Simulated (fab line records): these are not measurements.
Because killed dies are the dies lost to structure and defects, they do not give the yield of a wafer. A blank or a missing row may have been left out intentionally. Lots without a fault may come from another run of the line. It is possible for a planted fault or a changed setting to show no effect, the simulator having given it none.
fab line records -- flow nandHarc
[record] lots = 14, wafers = 42, lastDay = 24
route steps=1159 shown P_ZERO_WELL@59 P_STI@73 P_GATE@149 END@1159
lots that met no fault: taken from a fault-free run of the same line
startH: hours from the record's opening day to when the first of the lot's shown wafers began -- waitH: time in hours since the lot's previous step -- " same as the row above -- L1.1+2: several wafers, shown together as one row -- - value missing, or start not given -- * or withheld: withheld -- < > ~ a bound
route shown NAME@n: NAME is a module with steps in the file, n the number in the route of the first one -- usual: mean/standard deviation of fault-free wafers -- same: alike in all rows -- chamber/n: place in a boat -- sites: readings site by site -- _std_site: standard deviation across them -- _edge_site: outer sites' mean less inner sites' -- radiusMm: how far each site lies from the wafer's centre -- mask NAME#n: copy n -- behind: the last tool/chamber to shape the wafer -- hold: cause of the lot's hold/its duration in hours/its outcome -- device: names the non-switching transistor (n, p or np) -- end of line: the tests these same wafers got at the end of their route -- a step without rows: its recipe alone -- killed: count of dies lost to structure and defects at first sort (not the wafer's yield) -- map: shows each die of a wafer: x if killed, . if not, _ if none is there
set.NAME: the setting as run; set.NAME@STEP: as run at that earlier step -- model.NAME: the simulator's own value behind a step, which no gauge read
one table for each step of the route and one row for each wafer, over a sample of lots
services: when a tool's chamber went out of use (startH, in hours from the record's first day, below 0 if earlier), for how many hours, and the reason
[[steps]]
[step NHARC_P_ZERO_WELL_CD_MEAS_52]
[recipe] targetCdNm = 2000, landingEnergyEv = 500
[usual] cdNm = 2000.2/1.3
lot.wafer,tool,chamber,startH,waitH,cdNm
L157.2,cdSem-02,0,18.28,-,2002.0
L157.4,cdSem-02,0,18.28,-,2001.6
L157.6,cdSem-02,0,18.28,-,2000.4
L158.1,cdSem-01,0,27.34,-,1999.6
L158.3,cdSem-01,0,27.34,-,2000.2
L158.6,cdSem-01,0,27.34,-,2000.4
L159.2,cdSem-01,0,29.75,-,2001.7
L159.3,cdSem-01,0,29.75,-,1999.5
L159.5,cdSem-01,0,29.75,-,2001.3
L160.1,cdSem-02,0,35.68,-,2002.0
L160.3,cdSem-02,0,35.68,-,2003.5
L160.5,cdSem-02,0,35.68,-,2001.6
L161.3,cdSem-01,0,41.93,-,1999.6
L161.5,cdSem-01,0,41.93,-,1997.2
L161.6,cdSem-01,0,41.93,-,2000.0
L162.1,cdSem-03,0,47.80,-,2001.0
L162.2,cdSem-03,0,47.80,-,1998.8
L162.3,cdSem-03,0,47.80,-,2000.8
L163.1,cdSem-03,0,54.02,-,1999.0
L163.5,cdSem-03,0,54.02,-,1999.1
L163.6,cdSem-03,0,54.02,-,1999.7
L164.4,cdSem-03,0,60.30,-,1999.0
L164.5,cdSem-03,0,60.30,-,1999.3
L164.6,cdSem-03,0,60.30,-,1998.9
L171.1,cdSem-01,0,101.88,-,1999.5
L171.3,cdSem-01,0,101.88,-,1999.6
L171.6,cdSem-01,0,101.88,-,1999.6
L173.1,cdSem-01,0,113.70,-,1998.1
L173.2,cdSem-01,0,113.70,-,2000.0
L173.3,cdSem-01,0,113.70,-,1998.1
L175.1,cdSem-03,0,125.68,-,1998.9
L175.2,cdSem-03,0,125.68,-,2000.4
L175.6,cdSem-03,0,125.68,-,1999.6
L177.1,cdSem-01,0,138.13,-,1998.0
L177.3,cdSem-01,0,138.13,-,2000.1
L177.5,cdSem-01,0,138.13,-,2000.5
L178.2,cdSem-02,0,143.59,-,1999.8
L178.3,cdSem-02,0,143.59,-,2000.7
L178.4,cdSem-02,0,143.59,-,1999.1
L180.2,cdSem-02,0,155.69,-,2001.5
L180.3,cdSem-02,0,155.69,-,2004.8
L180.6,cdSem-02,0,155.69,-,2002.6
[step NHARC_P_ZERO_WELL_RTA_42]
[recipe] tempC = 1100, timeS = 300
[usual] lampPowerPct = 35.0/1.8, wafer_temp_C_max = 1106.3/1.9
lot.wafer,tool,chamber,startH,waitH,lampPowerPct,wafer_temp_C_max
L157.2,rtpAnneal-02,0,19.52,-,33.3,1106.6
L157.4,rtpAnneal-02,0,19.52,-,33.3,1108.1
L157.6,rtpAnneal-02,0,19.52,-,33.3,1106.3
L158.1,rtpAnneal-02,0,28.51,-,33.3,1108.2
L158.3,rtpAnneal-02,0,28.51,-,33.3,1106.0
L158.6,rtpAnneal-02,0,28.51,-,33.3,1106.3
L159.2,rtpAnneal-01,0,30.99,-,36.9,1102.9
L159.3,rtpAnneal-01,0,30.99,-,36.9,1105.4
L159.5,rtpAnneal-01,0,30.99,-,37.0,1104.1
L160.1,rtpAnneal-02,0,36.83,-,33.3,1109.1
L160.3,rtpAnneal-02,0,36.83,-,33.4,1106.3
L160.5,rtpAnneal-02,0,36.83,-,33.3,1107.4
L161.3,rtpAnneal-01,0,43.32,-,36.9,1105.2
L161.5,rtpAnneal-01,0,43.32,-,36.9,1105.0
L161.6,rtpAnneal-01,0,43.32,-,37.0,1103.8
L162.1,rtpAnneal-01,0,48.93,-,36.8,1103.8
L162.2,rtpAnneal-01,0,48.93,-,36.9,1105.7
L162.3,rtpAnneal-01,0,48.93,-,36.9,1105.4
L163.1,rtpAnneal-02,0,55.15,-,33.4,1107.8
L163.5,rtpAnneal-02,0,55.15,-,33.3,1108.6
L163.6,rtpAnneal-02,0,55.15,-,33.3,1108.7
L164.4,rtpAnneal-01,0,61.76,-,36.9,1105.4
L164.5,rtpAnneal-01,0,61.76,-,37.0,1105.3
L164.6,rtpAnneal-01,0,61.76,-,37.0,1106.1
L171.1,rtpAnneal-01,0,103.03,-,36.9,1104.1
L171.3,rtpAnneal-01,0,103.03,-,36.9,1105.0
L171.6,rtpAnneal-01,0,103.03,-,36.9,1105.2
L173.1,rtpAnneal-02,0,115.11,-,33.3,1109.7
L173.2,rtpAnneal-02,0,115.11,-,33.4,1105.9
L173.3,rtpAnneal-02,0,115.11,-,33.3,1107.5
L175.1,rtpAnneal-02,0,126.82,-,33.2,1107.0
L175.2,rtpAnneal-02,0,126.82,-,33.3,1106.7
L175.6,rtpAnneal-02,0,126.82,-,33.2,1109.9
L177.1,rtpAnneal-02,0,139.30,-,33.3,1108.8
L177.3,rtpAnneal-02,0,139.30,-,33.3,1107.5
L177.5,rtpAnneal-02,0,139.30,-,33.3,1106.8
L178.2,rtpAnneal-02,0,144.83,-,33.4,1107.5
L178.3,rtpAnneal-02,0,144.83,-,33.3,1106.3
L178.4,rtpAnneal-02,0,144.83,-,33.4,1106.1
L180.2,rtpAnneal-01,0,156.94,-,36.9,1104.0
L180.3,rtpAnneal-01,0,156.94,-,36.9,1105.3
L180.6,rtpAnneal-01,0,156.94,-,36.9,1103.9
[step NHARC_P_STI_HM_DEP_30]
[recipe] targetThkA = 800, tempC = 790, pressureMtorr = 300, timeS = 873, material = Si3N4
lot.wafer,tool,chamber,startH,waitH
L157.2+4+6,lpcvd-01,0,29.16,3.6
L158.1+3+6,lpcvd-01,0,40.69,3.6
L159.2+3+5,lpcvd-01,1,40.69,3.6
L159.2+3+5,lpcvd-01,1,44.51,0.5
L160.1+3+5,lpcvd-01,1,49.13,3.6
L161.3+5+6,lpcvd-01,1,55.16,3.6
L162.1+2+3,lpcvd-01,1,60.89,3.6
L163.1+5+6,lpcvd-02,1,69.28,3.6
L163.1+5+6,lpcvd-01,1,73.77,1.2
L164.4+5+6,lpcvd-01,0,73.77,3.6
L164.4+5+6,lpcvd-01,0,77.55,0.5
L171.1+3+6,lpcvd-02,1,116.06,3.6
L173.1+2+3,lpcvd-02,0,127.68,3.6
L175.1+2+6,lpcvd-01,0,139.87,3.6
L177.1+3+5,lpcvd-01,0,149.40,3.6
L178.2+3+4,lpcvd-01,0,156.72,3.6
L180.2+3+6,lpcvd-01,0,168.75,3.6
[step NHARC_P_GATE_ETCH_32]
[recipe] targetDepthA = 1500, overEtchFrac = 1, overEtchIonEnergyEv = 40, timeS = 100.1, hbrFlowSccm = 150, cl2FlowSccm = 50, rfW = 400, icpW = 400, biasW = 100, chemistry = HBr/Cl2
[usual] drypumpMotorCurrentA = 5.7/0.41, oesProductAu = 0.999/0.007, throttleValvePct = 26.405/0.009
lot.wafer,tool,chamber,startH,waitH,drypumpMotorCurrentA,oesProductAu,rfHoursCounterH,throttleValvePct
L157.2,rieSi-02,0,84.65,-,5.8,0.998,0.5,26.409
L157.4,rieSi-02,1,84.65,-,5.9,0.992,0.5,26.416
L157.6,rieSi-02,1,84.65,-,6.0,0.997,-,26.374
L158.1,rieSi-02,0,98.57,-,5.8,1.012,0.6,26.407
L158.3,rieSi-02,1,98.57,-,5.9,0.995,0.6,26.424
L158.6,rieSi-02,1,98.57,-,5.9,1.000,-,26.403
L161.3,rieSi-03,3,110.85,-,5.6,0.991,1.1,26.388
L161.5,rieSi-03,2,110.85,-,4.8,0.997,-,26.422
L161.6,rieSi-03,3,110.85,-,5.6,0.993,-,26.394
L160.1,rieSi-02,0,111.14,-,5.8,1.003,0.8,26.403
L160.3,rieSi-02,1,111.14,-,5.9,0.995,0.7,26.401
L160.5,rieSi-02,3,111.14,-,5.5,0.990,-,26.412
L162.1,rieSi-05,0,124.22,-,6.0,1.003,0.4,26.415
L162.2,rieSi-05,1,124.22,-,6.1,1.007,0.4,26.408
L162.3,rieSi-05,2,124.22,-,5.9,1.000,0.4,26.401
L171.3,rieSi-05,2,180.44,-,5.9,1.005,1.0,26.403
L171.1,rieSi-05,0,180.44,-,6.0,1.001,1.1,26.407
L171.6,rieSi-05,1,180.44,-,6.1,1.009,-,26.413
L173.3,rieSi-03,1,194.64,-,4.6,0.999,0.2,26.404
L173.1,rieSi-03,2,194.64,-,4.8,0.994,0.2,26.404
L173.2,rieSi-03,3,194.64,-,5.6,1.002,0.3,26.398
L177.3,rieSi-05,2,202.60,-,5.9,1.008,1.2,26.404
L177.1,rieSi-05,0,202.60,-,6.0,0.994,1.3,26.407
L177.5,rieSi-05,3,202.60,-,6.0,0.992,-,26.405
L175.1,rieSi-02,1,203.16,-,6.0,0.992,1.6,26.407
L175.2,rieSi-02,2,203.16,-,5.3,0.984,1.6,26.411
L175.6,rieSi-02,1,203.16,-,6.0,0.997,-,26.417
L178.4,rieSi-03,3,218.90,-,5.6,1.004,0.4,26.400
L178.3,rieSi-03,0,218.90,-,5.8,0.997,0.4,26.425
L178.2,rieSi-03,1,218.90,-,4.6,1.001,0.4,26.406
L180.2,rieSi-02,1,226.12,-,5.9,1.001,0.1,26.405
L180.3,rieSi-02,2,226.12,-,5.3,1.006,0.1,26.403
L180.6,rieSi-02,0,226.12,-,5.8,1.001,-,26.394
[step NHARC_END_SORT_01]
[recipe] tempC = 25
[usual] killedAtArray = 29/11, killedAtOther = 0.6/0.92, killedAtPeriphery = 3.2/2, killedDies = 33/11, killedOpen = 3.2/2, killedShort = 1.9/1.5
[same] grossDies = 677
lot.wafer,tool,chamber,startH,waitH,killedAtArray,killedAtOther,killedAtPeriphery,killedDies,killedOpen,killedShort
L159.2,prober-02,0,460.25,2.8,19,0,658,677,1,1
L159.3,prober-02,0,461.03,3.1,23,0,654,677,3,1
L159.5,prober-02,0,462.61,3.7,22,0,655,677,4,3
L163.1,prober-01,0,484.80,2.5,31,1,645,677,1,2
L163.5,prober-01,0,488.00,3.7,38,1,638,677,0,1
L163.6,prober-01,0,488.79,4.0,30,3,644,677,3,4
L164.4,prober-02,0,487.30,3.5,12,2,663,677,0,3
L164.5,prober-02,0,488.11,3.8,12,6,659,677,4,2
L164.6,prober-02,0,488.92,4.1,17,0,660,677,8,3
// killed by level:class
L159.2 P_STI:areaDep=656 A_CHANNEL_HOLE_D1:chamberFilmFlake=13 P_STI:chamberFilmFlake=2 A_STAIRCASE:chamberFilmFlake=2 A_BLC:geometricParticle:open=1 A_M0:geometricParticle:short=1 A_SLIT:chamberFilmFlake=1 A_CONTACT:chamberFilmFlake=1
L159.3 P_STI:areaDep=651 A_CHANNEL_HOLE_D1:chamberFilmFlake=11 A_STAIRCASE:chamberFilmFlake=4 P_STI:chamberFilmFlake=3 A_CONTACT:geometricParticle:open=2 A_ZERO_WELL:chamberFilmFlake=2 A_BLC:geometricParticle:short=1 A_M1:geometricParticle:open=1
L159.5 P_STI:areaDep=655 A_CHANNEL_HOLE_D1:chamberFilmFlake=11 A_CONTACT:geometricParticle:open=2 A_CONTACT:chamberFilmFlake=2 A_ONON_D1:geometricParticle:short=1 A_CONTACT:geometricParticle:short=1 A_BLC:geometricParticle:open=1 A_M0:geometricParticle:open=1
L163.1 P_STI:areaDep=640 A_CHANNEL_HOLE_D1:chamberFilmFlake=18 A_SLIT:chamberFilmFlake=7 P_STI:chamberFilmFlake=3 A_SGD_CUT:chamberFilmFlake=2 A_CONTACT:chamberFilmFlake=2 P_ZERO_WELL:geometricParticle:open=1 P_CONTACT:geometricParticle:short=1
L164.4 P_STI:areaDep=662 A_STAIRCASE:chamberFilmFlake=4 A_ZERO_WELL:chamberFilmFlake=2 A_CHANNEL_HOLE_D1:chamberFilmFlake=2 THIN_TSV:chamberFilmFlake=2 A_SOURCE_PLATE:geometricParticle:short=1 A_CHANNEL_FILL_D1:geometricParticle:short=1 A_WL_FILL:geometricParticle:short=1
L163.5 P_STI:areaDep=633 A_CHANNEL_HOLE_D1:chamberFilmFlake=18 A_SLIT:chamberFilmFlake=10 P_STI:chamberFilmFlake=4 A_STAIRCASE:chamberFilmFlake=4 A_CHANNEL_FILL_D1:chamberFilmFlake=3 A_SGD_CUT:chamberFilmFlake=2 P_GATE:geometricParticle:short=1
L164.5 P_STI:areaDep=655 THIN_TSV:chamberFilmFlake=5 A_STAIRCASE:chamberFilmFlake=4 A_WL_FILL:chamberFilmFlake=2 P_M1:geometricParticle:open=1 A_CHANNEL_FILL_D1:geometricParticle:open=1 A_WL_FILL:geometricParticle:open=1 A_CONTACT:geometricParticle:open=1
L163.6 P_STI:areaDep=640 A_SLIT:chamberFilmFlake=12 A_CHANNEL_HOLE_D1:chamberFilmFlake=10 A_CONTACT:chamberFilmFlake=3 THIN_TSV:chamberFilmFlake=3 A_CONTACT:geometricParticle:open=2 P_STI:chamberFilmFlake=2 P_CONTACT:geometricParticle:short=1
L164.6 P_STI:areaDep=657 A_M0:geometricParticle:open=3 A_ONON_D1:geometricParticle:open=2 A_CHANNEL_HOLE_D1:chamberFilmFlake=2 A_WL_FILL:chamberFilmFlake=2 A_CONTACT:chamberFilmFlake=2 P_GATE:geometricParticle:short=1 P_M0:geometricParticle:open=1
[[services]]
tool,chamber,startH,hours,kind
rieSi-02,3,-3.44,14.0,repair
rieSi-05,2,29.93,7.8,repair
rieSi-02,-,34.00,9.0,pm
rieSi-02,0,34.00,9.0,ventCycle
rieSi-02,1,34.00,9.0,ventCycle
rieSi-02,2,34.00,9.0,ventCycle
rieSi-02,3,34.00,27.6,ventCycle
rieSi-02,0,43.00,-,clean
rieSi-02,1,43.00,-,clean
rieSi-02,2,43.00,-,clean
rieSi-05,-,62.00,9.0,pm
rieSi-05,-,117.60,0.5,repair
rieSi-02,3,126.25,2.9,repair
rieSi-05,3,127.34,10.8,repair
rieSi-03,1,127.78,11.9,repair
rieSi-02,1,128.74,4.6,repair
rieSi-03,-,155.00,9.0,pm
rieSi-02,3,209.82,8.5,repair
rieSi-02,-,211.00,9.0,pm
rieSi-02,0,211.00,9.0,ventCycle
rieSi-02,1,211.00,9.0,ventCycle
rieSi-02,2,211.00,9.0,ventCycle
rieSi-02,0,220.00,-,clean
rieSi-03,3,222.07,9.4,repair
[[key]]
[firstSign] step = NHARC_P_STI_HM_DEP_30, reading = visit, direction = added
[effect] step = NHARC_END_SORT_01, reading = killedAtPeriphery, direction = up, sigmas = 99+, usual = 3.2, struck = 652.9
[moreKillsBornAt] NHARC_P_STI_HM_DEP_30@lpcvd-01 = 5849
metAt NHARC_P_STI_HM_DEP_30
struckLots L159,L163,L164
laterRowsLeftOut L159.2,L159.3,L159.5,L163.1,L163.5,L163.6,L164.4,L164.5,L164.6
testerLeftOut L159,L163,L164
notActingAt NHARC_P_ZERO_WELL_CD_MEAS_52,NHARC_P_ZERO_WELL_RTA_42,NHARC_P_GATE_ETCH_32
[fault] kind = repeatedStepWhole, tool = lpcvd-01,lpcvd-02, chamber = -, onsetH = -, steps = NHARC_P_STI_HM_DEP_30, times = 1, scope = struckLotsOnly
// testerLeftOut: of these lots the tester's yield and bins aren't shown, on N5 and GAA mostly nor the transistor test; their killed dies are dies lost to structure and defects alone, not to doping, threshold or leakage, so they don't give the yield
// laterRowsLeftOut: the simulator's readings of these wafers behind a module that went badly wrong aren't trusted and aren't shown, but for the sort
